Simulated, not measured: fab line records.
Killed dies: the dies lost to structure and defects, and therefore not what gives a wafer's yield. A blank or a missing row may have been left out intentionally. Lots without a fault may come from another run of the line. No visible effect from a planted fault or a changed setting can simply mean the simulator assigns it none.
The tool behind it: which one? | flow n5 finfet | 9 lots with 26 wafers sampled at 5 steps, on a route of 1938 steps

== WHAT EACH GAUGE READ, for each wafer ==
N5_BEOL_M4_RC_MEAS_101.
lot  | measured     | on        | DIBL_N (mV/V)  | DIBL_P (mV/V)  | IOFF_N (nA/um) | IOFF_P (nA/um) | ION_N (uA/um) | ION_P (uA/um) | SS_N (mV/dec)  | SS_P (mV/dec)  | VT_N (mV)   | VT_P (mV)
L864 | day 8 06:25  | prober-01 | 33.8 35.8 36.9 | 33.2 36.5 37.2 | 0.12 0.14 0.15 | 0.18 0.22 0.24 | 676 670 669   | 466 468 466   | 70.3 71.2 71.5 | 72.8 73.4 73.8 | 255 252 253 | -252 -247 -248
L865 | day 8 06:00  | prober-02 | 39.4 36.0 39.1 | 40.9 36.5 40.4 | 0.23 0.15 0.22 | 0.26 0.19 0.26 | 693 689 707   | 469 470 475   | 72.7 71.2 72.4 | 73.6 72.8 74.9 | 245 248 247 | -249 -252 -249
L868 | day 9 04:03  | prober-01 | 34.1 37.2 35.7 | 36.1 39.6 36.1 | 0.14 0.17 0.15 | 0.20 0.26 0.19 | 670 664 660   | 461 463 458   | 71.1 71.7 72.0 | 72.7 73.7 72.8 | 248 250 251 | -250 -250 -252
L875 | day 10 23:50 | prober-02 | 37.0 35.4 38.6 | 37.7 35.9 39.9 | 0.18 0.15 0.22 | 0.24 0.23 0.30 | 682 683 697   | 470 471 473   | 72.2 72.4 72.5 | 73.9 73.6 74.0 | 246 248 246 | -246 -249 -245
L876 | day 11 06:01 | prober-01 | 36.2 38.2 35.7 | 35.9 37.9 34.8 | 0.16 0.21 0.16 | 0.22 0.26 0.21 | 670 703 683   | 471 478 461   | 71.7 71.6 71.2 | 73.3 73.4 72.6 | 251 245 249 | -246 -245 -251
L879 | day 11 23:55 | prober-01 | 35.3 39.3 34.5 | 35.0 39.7 34.1 | 0.14 0.23 0.14 | 0.22 0.30 0.21 | 673 675 684   | 471 467 477   | 71.3 72.1 70.8 | 72.7 73.5 72.3 | 249 247 248 | -248 -242 -248
L880 | day 12 12:00 | prober-02 | 33.3 38.0 34.9 | 33.1 38.7 33.5 | 0.13 0.20 0.13 | 0.18 0.27 0.17 | 667 680 664   | 452 462 451   | 70.4 72.8 72.6 | 72.3 73.7 73.3 | 250 247 253 | -254 -248 -250
L882 | day 12 20:33 | prober-02 | 40.0 42.3      | 41.2 42.9      | 0.21 0.26      | 0.27 0.31      | 683 692       | 461 468       | 72.2 73.1      | 74.7 75.0      | 249 243     | -249 -245
L885 | day 13 18:46 | prober-01 | 37.0 32.3 34.5 | 37.2 31.4 34.8 | 0.18 0.10 0.14 | 0.24 0.15 0.21 | 672 652 665   | 458 457 458   | 72.1 70.9 71.1 | 73.5 71.8 72.5 | 248 258 252 | -250 -254 -249

== TOOL THAT RAN EACH LOT (tool first, then ch and the chambers of the sampled wafers, then the start) ==
lot  | N5_HKMG_FIN_ETCH_32               | N5_HKMG_FIN_STRIP_92              | N5_HKMG_FIN_COAT_85              | N5_HKMG_FIN_ETCH_67
L864 | rie diel-05 ch 0,1, day 4 06:08   | rie diel-05 ch 0,1, day 4 06:30   | litho track-02 ch 0, day 4 07:19 | rie diel-05 ch 1,3, day 4 08:31
L865 | rie diel-05 ch 2,3, day 4 08:06   | rie diel-05 ch 2,3, day 4 08:28   | litho track-03 ch 0, day 4 09:16 | rie diel-05 ch 0,2,3, day 4 10:24
L868 | rie diel-04 ch 0,1,2, day 5 04:02 | rie diel-04 ch 0,1,2, day 5 04:24 | litho track-03 ch 0, day 5 05:13 | rie diel-04 ch 0,1,2, day 5 06:25
L875 | rie diel-01 ch 0,1,2, day 7 00:22 | rie diel-01 ch 0,1,2, day 7 00:43 | litho track-03 ch 0, day 7 01:31 | rie diel-01 ch 1,2,3, day 7 02:40
L876 | rie diel-01 ch 0,3, day 7 07:54   | rie diel-01 ch 0,3, day 7 08:16   | litho track-03 ch 0, day 7 09:05 | rie diel-01 ch 1,2,3, day 7 10:13
L879 | rie diel-05 ch 0,2,3, day 8 05:59 | rie diel-05 ch 0,2,3, day 8 06:21 | litho track-02 ch 0, day 8 07:10 | rie diel-01 ch 0,2, day 8 08:20
L880 | rie diel-04 ch 0,1,2, day 8 12:20 | rie diel-04 ch 0,1,2, day 8 12:41 | litho track-02 ch 0, day 8 13:29 | rie diel-05 ch 1,2, day 8 14:40
L882 | rie diel-01 ch 0,2, day 8 21:05   | rie diel-01 ch 0,2, day 8 21:27   | litho track-02 ch 0, day 8 22:16 | rie diel-04 ch 0,1, day 8 23:25
L885 | rie diel-04 ch 2,3, day 9 10:37   | rie diel-04 ch 2,3, day 9 11:09   | litho track-02 ch 0, day 9 12:00 | rie diel-04 ch 2,3, day 9 13:11
- N5_HKMG_FIN_ETCH_32: etches SOC in N2/H2, target depth 240 nm, time 300 s.
- N5_HKMG_FIN_STRIP_92: strips SOC in N2/H2, time 20 s.
- N5_HKMG_FIN_COAT_85: time 60 s, resist thk 300 nm.
- N5_HKMG_FIN_ETCH_67: etches SOC in N2/H2, stops on TiN, target depth 388.9 nm.

== AS READ BY THE TOOLS THEMSELVES (means over the sampled wafers that have a number; for cases with no such wafer, the mark the record gives instead) ==
N5_HKMG_FIN_ETCH_32.
lot  | tool        | drypump motor current A (A) | oes product au (a.u.) | rf vpp V (V) | showerhead plenum p Torr (Torr) | throttle valve pct (%)
L864 | rie diel-05 | 5.4                         | 0.80                  | 522.3        | 2.48                            | 17.72
L865 | rie diel-05 | 5.5                         | 0.80                  | 520.9        | 2.45                            | 18.10
L868 | rie diel-04 | 5.7                         | 0.68                  | 524.8        | 2.54                            | 17.92
L875 | rie diel-01 | 5.5                         | 0.84                  | 524.0        | 2.53                            | 17.66
L876 | rie diel-01 | 6.0                         | 0.84                  | 524.6        | 2.53                            | 17.68
L879 | rie diel-05 | 5.2                         | 0.73                  | 521.4        | 2.47                            | 18.06
L880 | rie diel-04 | 5.8                         | 0.76                  | 524.3        | 2.53                            | 17.84
L882 | rie diel-01 | 5.7                         | 0.87                  | 522.6        | 2.51                            | 17.56
L885 | rie diel-04 | 5.5                         | 0.77                  | 525.3        | 2.59                            | 17.79

N5_HKMG_FIN_STRIP_92.
lot  | tool        | drypump motor current A (A) | oes product au (a.u.) | rf vpp V (V) | showerhead plenum p Torr (Torr) | throttle valve pct (%)
L864 | rie diel-05 | 5.4                         | 0.80                  | 54.0         | 3.27                            | 18.9
L865 | rie diel-05 | 5.5                         | 0.80                  | 53.7         | 3.25                            | 19.2
L868 | rie diel-04 | 5.8                         | 0.68                  | 54.7         | 3.36                            | 19.1
L875 | rie diel-01 | 5.5                         | 0.83                  | 54.6         | 3.34                            | 18.7
L876 | rie diel-01 | 6.0                         | 0.83                  | 55.1         | 3.34                            | 18.9
L879 | rie diel-05 | 5.2                         | 0.74                  | 54.4         | 3.26                            | 19.1
L880 | rie diel-04 | 5.8                         | 0.75                  | 54.9         | 3.35                            | 18.9
L882 | rie diel-01 | 5.7                         | 0.84                  | 53.1         | 3.32                            | 18.6
L885 | rie diel-04 | 5.5                         | 0.76                  | 52.9         | 3.42                            | 18.9

N5_HKMG_FIN_COAT_85.
lot  | tool           | spin speed rpm (rpm)
L864 | litho track-02 | 1500.0
L865 | litho track-03 | 1499.5
L868 | litho track-03 | 1499.3
L875 | litho track-03 | 1460.9
L876 | litho track-03 | 1460.7
L879 | litho track-02 | 1499.7
L880 | litho track-02 | 1500.0
L882 | litho track-02 | 1500.0
L885 | litho track-02 | 1499.3

N5_HKMG_FIN_ETCH_67.
lot  | tool        | drypump motor current A (A) | oes product au (a.u.) | rf vpp V (V) | showerhead plenum p Torr (Torr) | throttle valve pct (%)
L864 | rie diel-05 | 5.2                         | 0.76                  | 240.2        | 2.58                            | 17.64
L865 | rie diel-05 | 5.2                         | 0.75                  | 239.6        | 2.48                            | 17.99
L868 | rie diel-04 | 5.8                         | 0.68                  | 240.5        | 2.54                            | 17.91
L875 | rie diel-01 | 5.5                         | 0.77                  | 241.2        | 2.58                            | 17.79
L876 | rie diel-01 | 5.5                         | 0.77                  | 241.8        | 2.58                            | 17.80
L879 | rie diel-01 | 5.6                         | 0.86                  | 240.9        | 2.53                            | 17.52
L880 | rie diel-05 | 5.6                         | 0.77                  | 239.2        | 2.39                            | 18.09
L882 | rie diel-04 | 5.8                         | 0.79                  | 240.6        | 2.50                            | 17.75
L885 | rie diel-04 | 5.5                         | 0.75                  | 241.0        | 2.59                            | 17.78

== THE ANSWER, worked out from the rows above alone ==
Rule: usual is defined by the lots themselves. The widest of any qualifying gaps counts: lots, ordered by their means at a reading, are off when they make up no more than a third of the lots, leave a main group of 4 or more, and stand apart from it by 3 or more times the standard deviation of that group's means. Not used: any main group whose means are identical at the precision the tables above print for the reading. A lot without any number at a reading at which 4 lots or more have one is off too. All remaining lots with rows at the step are treated as sound. After the gauges, taken in route order, come the tools' own readings; for these a lot's mean is taken, as printed above. At the first step where some lot is off, the reading lying furthest off is the one used; lots without a number count as furthest.
Off: L875, L876, at N5_HKMG_FIN_COAT_85 (spin speed rpm). Main group: mean 1499.7 rpm, sd 0.3.
A tool fits if, at that step or a process step before it, it ran every lot that is off, and no sound lot after the first of them. One fits: litho track-03 at N5_HKMG_FIN_COAT_85. A fault onset in the window from L868 (day 5 05:13, its last sound lot) to L875 (day 7 01:31, its first lot off) fits.
On the lots that are off, the tool's own readings at N5_HKMG_FIN_COAT_85 differ by more than 5 times the standard deviation of the sound lots' means, which bears it out; spin speed rpm reads 1460.8 rpm there versus 1499.7 rpm on the sound lots.

== WHAT THE SIMULATOR HAD INSERTED ==
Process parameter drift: litho track-03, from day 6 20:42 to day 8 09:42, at N5_HKMG_FIN_COAT_85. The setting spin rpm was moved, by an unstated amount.
Lots struck among those shown: L875, L876. Same finding as the rule above.
